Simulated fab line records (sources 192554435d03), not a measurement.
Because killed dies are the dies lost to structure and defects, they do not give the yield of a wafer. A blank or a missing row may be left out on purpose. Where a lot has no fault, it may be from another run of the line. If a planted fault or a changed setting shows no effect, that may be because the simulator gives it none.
fab line records | flow n5-finfet
[record] lots = 13 | wafers = 36 | last-day = 17
route steps=1938 shown SD_EPI_N@275 SD_EPI_P@297 PASSIVATION@1936
lots that met no fault: from a run of the same line without faults
start-h: start of the lot's first displayed wafer, in hours after the record's first day | wait-h: time in hours since the lot's previous step | " the same as in the row above | L1.1+2: a single row standing in for several wafers | - either no value or no given start | * or withheld: withheld | < > ~ a bound
route shown NAME@n: names a module that has steps shown in the file, with the first one's number in the route | usual: mean/standard deviation of fault-free wafers | same: alike in all rows | chamber/n: place in a boat | sites: readings site by site | _std_site: the standard deviation of these | _edge_site: mean of outer sites minus mean of inner sites | radius-mm: how far each site lies from the wafer's centre | mask NAME#n: copy n | behind: the tool/chamber that last shaped the wafer | hold: what put the lot on hold/how long, in hours/how the hold closed | device: transistor that didn't switch, given as n, p or np | end of line: tests run on the same wafers once the route is complete | a step with no rows: only its recipe | killed: the dies lost at the first sort to structure and to defects; this is not the yield of the wafer | map: per-die view of a wafer (x killed, . not killed, _ where there is no die)
set.NAME: setting as actually run; set.NAME@STEP: the setting as run at that earlier step | model.NAME: the simulator's own value behind a step, which no gauge read
one table for each step of the route and one row for each wafer, over a sample of lots
services: the hour from which a tool's chamber was out of use, counted from the record's first day as start-h (under 0 if before that day), plus the number of hours and why
[[steps]]
[step N5_SD_EPI_N_ETCH_35]
[recipe] chemistry = N2/H2 | target = SOC | overetch-a = 1080 | mask-material = SiARC | temp-c = 40 | ion-energy-ev = 100 | source-w = 3000 | bias-w = 133 | pressure-mtorr = 20 | time-s = 486 | n2-flow-sccm = 200 | h2-flow-sccm = 200
[usual] drypump-motor-current-A = 5.6/0.4 | oes-product-au = 0.73/0.084 | rf-vpp-V = 241.3/1.4 | showerhead-plenum-p-Torr = 2.57/0.075 | throttle-valve-pct = 23.82/0.2
lot.wafer | tool        | chamber | start-h | wait-h | drypump-motor-current-A | oes-product-au | rf-hours-counter-h | rf-vpp-V | showerhead-plenum-p-Torr | throttle-valve-pct
L778.3    | rie-diel-01 | 0       | 51.22   | 0.0    | 5.4                     | 0.84           | 16                 | 241.1    | 2.58                     | 23.50
L778.4    | "           | 3       | "       | "      | 5.6                     | 0.64           | 171                | 243.0    | 2.63                     | 23.87
L778.5    | "           | 3       | "       | "      | 5.6                     | 0.65           | -                  | 241.8    | 2.63                     | 23.88
L779.2    | rie-diel-06 | 1       | 54.62   | 0.0    | 6.2                     | 0.67           | 171                | 238.9    | 2.42                     | 24.02
L779.3    | "           | 2       | "       | "      | 5.3                     | 0.84           | 12                 | 243.3    | 2.70                     | 23.65
L779.5    | "           | 2       | "       | "      | 5.3                     | 0.84           | -                  | 241.2    | 2.70                     | 23.65
L780.1    | rie-diel-01 | 2       | 61.43   | 0.0    | 4.9                     | 0.61           | 244                | 240.7    | 2.61                     | 23.90
L780.2    | "           | 1       | "       | "      | 6.1                     | 0.81           | 33                 | 242.3    | 2.57                     | 23.67
L780.4    | "           | 0       | "       | "      | 5.4                     | 0.83           | 20                 | 240.5    | 2.58                     | 23.50
L783.2    | rie-diel-06 | 3       | 79.92   | 0.0    | 5.1                     | 0.64           | 234                | 241.8    | 2.60                     | 23.85
L783.3    | "           | 2       | "       | "      | 5.3                     | 0.81           | 23                 | 242.6    | 2.70                     | 23.66
L783.4    | "           | 1       | "       | "      | 6.1                     | 0.65           | 181                | 237.3    | 2.41                     | 24.02
L784.2    | rie-diel-01 | 1       | 85.16   | 0.0    | 6.1                     | 0.80           | 42                 | 242.4    | 2.56                     | 23.69
L784.4    | "           | 3       | "       | "      | 5.6                     | 0.64           | -                  | 240.7    | 2.63                     | 23.90
L784.5    | "           | 0       | "       | "      | 5.4                     | 0.82           | -                  | 242.2    | 2.57                     | 23.53
L785.5    | rie-diel-01 | 1       | 94.75   | 0.2    | 6.1                     | 0.79           | -                  | 242.2    | 2.56                     | 23.69
L785.6    | "           | 3       | "       | "      | 5.6                     | 0.64           | -                  | 242.1    | 2.62                     | 23.90
L786.1    | rie-diel-06 | 1       | 99.88   | 0.0    | 6.2                     | 0.66           | 187                | 238.8    | 2.41                     | 24.01
L786.6    | "           | 2       | "       | "      | 5.3                     | 0.80           | -                  | 243.7    | 2.70                     | 23.65
L787.4    | rie-diel-05 | 1       | 103.00  | 0.0    | 5.9                     | 0.86           | 7                  | 239.5    | 2.48                     | 23.92
L787.5    | "           | 1       | "       | "      | 5.9                     | 0.87           | -                  | 240.8    | 2.48                     | 23.93
L787.6    | "           | 2       | "       | "      | 5.8                     | 0.83           | -                  | 240.9    | 2.48                     | 23.74
L788.2    | rie-diel-05 | 2       | 112.63  | 0.0    | 5.8                     | 0.82           | 21                 | 240.9    | 2.48                     | 23.73
L788.4    | "           | 1       | "       | "      | 5.9                     | 0.85           | 10                 | 239.6    | 2.47                     | 23.93
L788.6    | "           | 3       | "       | "      | 6.3                     | 0.62           | -                  | 242.1    | 2.63                     | 23.93
L790.1    | rie-diel-06 | 1       | 122.74  | 0.0    | 6.1                     | 0.65           | 195                | 240.6    | 2.41                     | 24.04
L790.4    | "           | 0       | "       | "      | 5.4                     | 0.68           | 148                | 241.8    | 2.56                     | 24.25
L790.6    | "           | 0       | "       | "      | 5.3                     | 0.68           | -                  | 241.6    | 2.56                     | 24.28
L793.4    | rie-diel-05 | 1       | 140.06  | 0.0    | 5.9                     | 0.82           | 21                 | 238.6    | 2.47                     | 23.95
L793.5    | "           | 3       | "       | "      | 6.3                     | 0.62           | -                  | 241.9    | 2.63                     | 23.94
L793.6    | "           | 2       | "       | "      | 5.8                     | 0.81           | -                  | 241.1    | 2.48                     | 23.76
L794.1    | rie-diel-01 | 1       | 145.76  | 0.0    | 6.1                     | 0.76           | 68                 | 240.9    | 2.55                     | 23.70
L794.2    | "           | 0       | "       | "      | 5.4                     | 0.79           | 52                 | 242.9    | 2.56                     | 23.54
L801.2    | rie-diel-06 | 1       | 188.59  | 0.0    | 6.1                     | 0.63           | 215                | 239.8    | 2.40                     | 24.06
L801.3    | "           | 3       | "       | "      | 5.1                     | 0.88           | 0                  | 241.9    | 2.59                     | 23.69
L801.5    | "           | 0       | "       | "      | 5.3                     | 0.66           | -                  | 240.3    | 2.55                     | 24.28
[step N5_SD_EPI_N_SD_RECESS_17]
[recipe] chemistry = HBr/Cl2/O2 | target-depth-a = 410 | mask-material = SOC | time-s = 23.7 | bt-time-s = 3 | pressure-mtorr = 10 | icp-w = 800 | bias-w = 112 | HBr_flow_sccm = 150 | Cl2_flow_sccm = 80 | O2_flow_sccm = 12
[usual] drypump-motor-current-A = 5.9/0.36 | oes-product-au = 0.995/0.016 | throttle-valve-pct = 37.08/0.27
[same] bt-time-s = 3
lot.wafer | tool      | chamber | start-h | wait-h | drypump-motor-current-A | oes-product-au | rf-hours-counter-h | throttle-valve-pct
L778.3    | rie-si-03 | 2       | 51.81   | 0.0    | 5.5                     | 0.985          | 109                | 37.27
L778.4    | "         | 3       | "       | "      | 5.7                     | 0.977          | 100                | 37.32
L778.5    | "         | 0       | "       | "      | 6.1                     | 0.976          | -                  | 37.52
L779.2    | rie-si-03 | 2       | 55.22   | 0.0    | 5.4                     | 0.984          | 109                | 37.29
L779.3    | "         | 0       | "       | "      | 6.1                     | 0.976          | 98                 | 37.52
L779.5    | "         | 2       | "       | "      | 5.4                     | 0.985          | -                  | 37.31
L780.1    | rie-si-05 | 2       | 62.02   | 0.0    | 6.5                     | 0.996          | 189                | 37.46
L780.2    | "         | 1       | "       | "      | 5.5                     | 0.973          | 8                  | 36.93
L780.4    | "         | 0       | "       | "      | 5.8                     | 1.017          | 163                | 36.79
L783.2    | rie-si-05 | 0       | 80.52   | 0.0    | 5.8                     | 1.022          | 163                | 36.80
L783.3    | "         | 1       | "       | "      | 5.5                     | 0.974          | 9                  | 36.94
L783.4    | "         | 2       | "       | "      | 6.5                     | 0.994          | 189                | 37.47
L784.2    | rie-si-05 | 2       | 85.75   | 0.0    | 6.5                     | 0.995          | 189                | 37.45
L784.4    | "         | 1       | "       | "      | 5.5                     | 0.979          | 9                  | 36.92
L784.5    | "         | 1       | "       | "      | 5.5                     | 0.984          | -                  | 36.95
L785.5    | rie-si-05 | 0       | 95.23   | 0.1    | 5.8                     | 1.021          | -                  | 36.79
L785.6    | "         | 1       | "       | "      | 5.5                     | 0.972          | -                  | 36.93
L786.1    | rie-si-06 | 2       | 100.47  | 0.0    | 6.3                     | 1.009          | 121                | 36.99
L786.6    | "         | 2       | "       | "      | 6.3                     | 1.001          | -                  | 36.98
L787.4    | rie-si-03 | 2       | 103.60  | 0.0    | 5.4                     | 0.982          | 110                | 37.30
L787.5    | "         | 0       | "       | "      | 6.0                     | 0.978          | -                  | 37.51
L787.6    | "         | 1       | "       | "      | 6.2                     | 1.004          | -                  | 37.23
L788.2    | rie-si-05 | 1       | 113.22  | 0.0    | 5.5                     | 0.971          | 9                  | 36.92
L788.4    | "         | 2       | "       | "      | 6.5                     | 0.994          | 190                | 37.46
L788.6    | "         | 0       | "       | "      | 5.8                     | 1.017          | -                  | 36.80
L790.1    | rie-si-05 | 0       | 123.33  | 0.0    | 5.8                     | 1.018          | 164                | 36.80
L790.4    | "         | 1       | "       | "      | 5.5                     | 0.975          | 9                  | 36.93
L790.6    | "         | 0       | "       | "      | 5.8                     | 1.022          | -                  | 36.80
L793.4    | rie-si-06 | 1       | 140.65  | 0.0    | 6.4                     | 0.981          | 9                  | 36.76
L793.5    | "         | 1       | "       | "      | 6.5                     | 0.984          | -                  | 36.75
L793.6    | "         | 0       | "       | "      | 6.0                     | 1.012          | -                  | 36.78
L794.1    | rie-si-03 | 1       | 146.36  | 0.0    | 6.2                     | 1.003          | 26                 | 37.21
L794.2    | "         | 0       | "       | "      | 6.1                     | 0.984          | 100                | 37.52
L801.2    | rie-si-06 | 3       | 189.18  | 0.0    | 5.6                     | 0.991          | 182                | 36.81
L801.3    | "         | 2       | "       | "      | 6.3                     | 1.017          | 123                | 36.99
L801.5    | "         | 3       | "       | "      | 5.6                     | 0.987          | -                  | 36.80
[step N5_SD_EPI_N_LINER_46]
[recipe] material = SiNx | target-thk-a = 30 | temp-c = 400 | ald-precursor-family = SiH2I2 | ald-co-reactant = N2/H2-plasma | pressure-torr = 2
[usual] heater-power-w = 815/72
lot.wafer | tool       | chamber | start-h | wait-h | heater-power-w
L778.3    | ald-sin-03 | 1       | 54.82   | 0.1    | 868
L778.4    | "          | 0       | "       | "      | 825
L778.5    | "          | 1       | "       | "      | 831
L779.2    | ald-sin-02 | 2       | 58.24   | 0.1    | 743
L779.3    | "          | 0       | "       | "      | 747
L779.5    | "          | 2       | "       | "      | 729
L780.1    | ald-sin-04 | 3       | 65.94   | 1.1    | 845
L780.2    | "          | 0       | "       | "      | 806
L780.4    | "          | 1       | "       | "      | 735
L783.2    | ald-sin-04 | 0       | 83.55   | 0.1    | 818
L783.3    | "          | 0       | "       | "      | 806
L783.4    | "          | 1       | "       | "      | 734
L784.2    | ald-sin-03 | 1       | 88.76   | 0.1    | 861
L784.4    | "          | 2       | "       | "      | 898
L784.5    | "          | 1       | "       | "      | 837
L785.5    | ald-sin-04 | 0       | 98.65   | 0.5    | 808
L785.6    | "          | 1       | "       | "      | 740
L786.1    | ald-sin-02 | 0       | 103.62  | 0.2    | 739
L786.6    | "          | 2       | "       | "      | 703
L787.4    | ald-sin-04 | 1       | 106.63  | 0.1    | 739
L787.5    | "          | 0       | "       | "      | 791
L787.6    | "          | 1       | "       | "      | 738
L788.2    | ald-sin-02 | 0       | 116.83  | 0.7    | 750
L788.4    | "          | 1       | "       | "      | 848
L788.6    | "          | 1       | "       | "      | 799
L790.1    | ald-sin-02 | 1       | 126.34  | 0.2    | 816
L790.4    | "          | 3       | "       | "      | 960
L790.6    | "          | 0       | "       | "      | 752
L793.4    | ald-sin-04 | 2       | 143.76  | 0.1    | 853
L793.5    | "          | 1       | "       | "      | 759
L793.6    | "          | 0       | "       | "      | 817
L794.1    | ald-sin-04 | 3       | 149.38  | 0.2    | 866
L794.2    | "          | 2       | "       | "      | 875
L801.2    | ald-sin-04 | 1       | 193.19  | 0.4    | 746
L801.3    | "          | 3       | "       | "      | 871
L801.5    | "          | 0       | "       | "      | 808
[step N5_SD_EPI_P_COAT_03]
[recipe] resist = CAR-ArF-block | spin-rpm = 1500 | resist-thk-nm = 150
[usual] spin-speed-rpm = 1500.1/0.88
lot.wafer | tool           | chamber | start-h | wait-h | spin-speed-rpm
L778.3    | litho-track-02 | 0       | 55.11   | -      | 1499.7
L778.4    | "              | 0       | "       | "      | 1499.9
L778.5    | "              | 0       | "       | "      | 1501.6
L779.2    | litho-track-05 | 0       | 58.53   | -      | 1499.0
L779.3    | "              | 0       | "       | "      | 1499.3
L779.5    | "              | 0       | "       | "      | 1499.7
L780.1    | litho-track-01 | 0       | 66.23   | -      | 1500.5
L780.2    | "              | 0       | "       | "      | 1500.3
L780.4    | "              | 0       | "       | "      | 1500.3
L783.2    | litho-track-01 | 0       | 83.94   | -      | 1501.6
L783.3    | "              | 0       | "       | "      | 1498.7
L783.4    | "              | 0       | "       | "      | 1498.6
L784.2    | litho-track-05 | 0       | 89.05   | -      | 1500.1
L784.4    | "              | 0       | "       | "      | 1499.9
L784.5    | "              | 0       | "       | "      | 1500.1
L785.5    | litho-track-02 | 0       | 98.83   | -      | 1499.4
L785.6    | "              | 0       | "       | "      | 1500.0
L786.1    | litho-track-01 | 0       | 103.91  | -      | 1499.6
L786.6    | "              | 0       | "       | "      | 1499.8
L787.4    | litho-track-05 | 0       | 106.92  | -      | 1499.9
L787.5    | "              | 0       | "       | "      | 1498.1
L787.6    | "              | 0       | "       | "      | 1498.5
L788.2    | litho-track-01 | 0       | 117.12  | -      | 1501.4
L788.4    | "              | 0       | "       | "      | 1501.2
L788.6    | "              | 0       | "       | "      | 1500.1
L790.1    | litho-track-01 | 0       | 126.63  | -      | 1566.0
L790.4    | "              | 0       | "       | "      | 1568.5
L790.6    | "              | 0       | "       | "      | 1567.8
L793.4    | litho-track-01 | 0       | 144.05  | -      | 1567.4
L793.5    | "              | 0       | "       | "      | 1565.7
L793.6    | "              | 0       | "       | "      | 1568.1
L794.1    | litho-track-05 | 0       | 149.67  | -      | 1500.3
L794.2    | "              | 0       | "       | "      | 1499.7
L801.2    | litho-track-05 | 0       | 193.48  | -      | 1500.9
L801.3    | "              | 0       | "       | "      | 1501.1
L801.5    | "              | 0       | "       | "      | 1500.1
[step N5_PASSIVATION_PROBE_49]
[usual] killed_at_M0_to_M3 = 31/11 | killed_at_M4_up = 14/5.1 | killed-at-contacts = 12/5.6 | killed-at-front-end = 42/12 | killed-at-other = 3.8/2.9 | killed-dies = 103/18 | killed-open = 67/14 | killed-short = 33/8
[same] gross-dies = 1180 | killed-at-back-side = 0
lot.wafer | tool      | chamber | start-h | wait-h | killed_at_M0_to_M3 | killed_at_M4_up | killed-at-contacts | killed-at-front-end | killed-at-other | killed-dies | killed-open | killed-short
L790.1    | prober-01 | -       | 364.25  | 0.0    | 28                 | 16              | 20                 | 54                  | 2               | 120         | 72          | 45
L790.4    | prober-01 | -       | 364.40  | 0.2    | 18                 | 21              | 16                 | 40                  | 1               | 96          | 62          | 33
L790.6    | prober-01 | -       | 364.50  | 0.3    | 24                 | 13              | 10                 | 47                  | 3               | 97          | 60          | 35
// killed by level:class
L790.1 MOL_CONTACT_COAG:geometric-particle:open=18 STI_FIN_REVEAL:geometric-particle:open=12 GATE_CUT:geometric-particle:open=11 GATE_CUT:geometric-particle:short=8 BEOL_M0_SAQP:geometric-particle:short=7 BEOL_M2:geometric-particle:short=7 FIN_SAQP:geometric-particle:short=6 FIN_SAQP:geometric-particle:open=6
L790.4 FIN_SAQP:geometric-particle:open=14 MOL_CONTACT_COAG:geometric-particle:open=14 FIN_SAQP:geometric-particle:short=6 GATE_CUT:geometric-particle:short=6 BEOL_M4:geometric-particle:open=5 BEOL_M1:geometric-particle:open=4 BEOL_M2:geometric-particle:short=4 BEOL_M7:geometric-particle:open=4
L790.6 STI_FIN_REVEAL:geometric-particle:open=17 MOL_CONTACT_COAG:geometric-particle:open=7 FIN_SAQP:geometric-particle:open=5 BEOL_M1:geometric-particle:short=5 FIN_SAQP:geometric-particle:short=4 BEOL_M3:geometric-particle:open=4 BEOL_M4:geometric-particle:open=4 STI_FIN_REVEAL:geometric-particle:short=3
[[services]]
tool           | chamber | start-h | hours | kind
rie-si-05      | -       | 30.51   | 2.8   | pm
rie-diel-06    | 0       | 33.54   | 14.8  | repair
rie-diel-06    | 3       | 44.54   | 8.9   | repair
rie-si-03      | -       | 47.27   | 4.1   | repair
litho-track-05 | -       | 73.36   | -     | consumable-replace:filter
ald-sin-04     | 3       | 78.90   | 5.6   | repair
rie-diel-01    | 2       | 79.53   | -     | clean
rie-diel-01    | 2       | 79.53   | -     | consumable-replace:focus-ring
ald-sin-04     | 2       | 82.36   | 6.0   | repair
ald-sin-02     | -       | 85.25   | 14.0  | pm
rie-diel-05    | 1       | 89.71   | 3.3   | repair
rie-diel-06    | 3       | 100.54  | 10.5  | repair
rie-diel-06    | -       | 125.58  | 28.1  | pm
rie-diel-01    | 2       | 128.72  | 2.3   | repair
rie-si-03      | 3       | 133.10  | 14.5  | repair
ald-sin-03     | 1       | 155.05  | 4.3   | repair
ald-sin-04     | 3       | 161.32  | 9.1   | repair
rie-diel-06    | 3       | 166.60  | -     | clean
rie-diel-06    | 3       | 166.60  | -     | consumable-replace:focus-ring
rie-si-06      | 1       | 188.39  | 2.6   | repair
litho-track-05 | -       | 190.79  | -     | consumable-replace:filter
rie-si-05      | 2       | 191.18  | -     | clean
rie-si-05      | 2       | 191.18  | 19.2  | scheduled-down
rie-si-05      | 2       | 191.18  | 19.2  | vent-cycle
[[key]]
[first-sign] step = N5_SD_EPI_P_COAT_03 | reading = spin-speed-rpm | direction = up | sigmas = 77 | usual = * | struck = *
effect none on later readings
met-at N5_SD_EPI_P_COAT_03
struck-lots L790,L793
tester-left-out L790,L793
not-acting-at N5_SD_EPI_N_ETCH_35,N5_SD_EPI_N_SD_RECESS_17,N5_SD_EPI_N_LINER_46
onset-between 117.12 126.63
[fault] kind = process-parameter-drift | tool = litho-track-01 | chamber = - | onset-h = 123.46 | steps = N5_SD_EPI_P_COAT_03 | channel = spin-rpm | offset = * | shape = step | end-h = 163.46 | acts-in = * | stated = *
// tester-left-out: of these lots the tester's yield and bins aren't shown, on N5 and GAA mostly nor the transistor test; their killed dies are dies lost to structure and defects alone, not to doping, threshold or leakage, so they don't give the yield
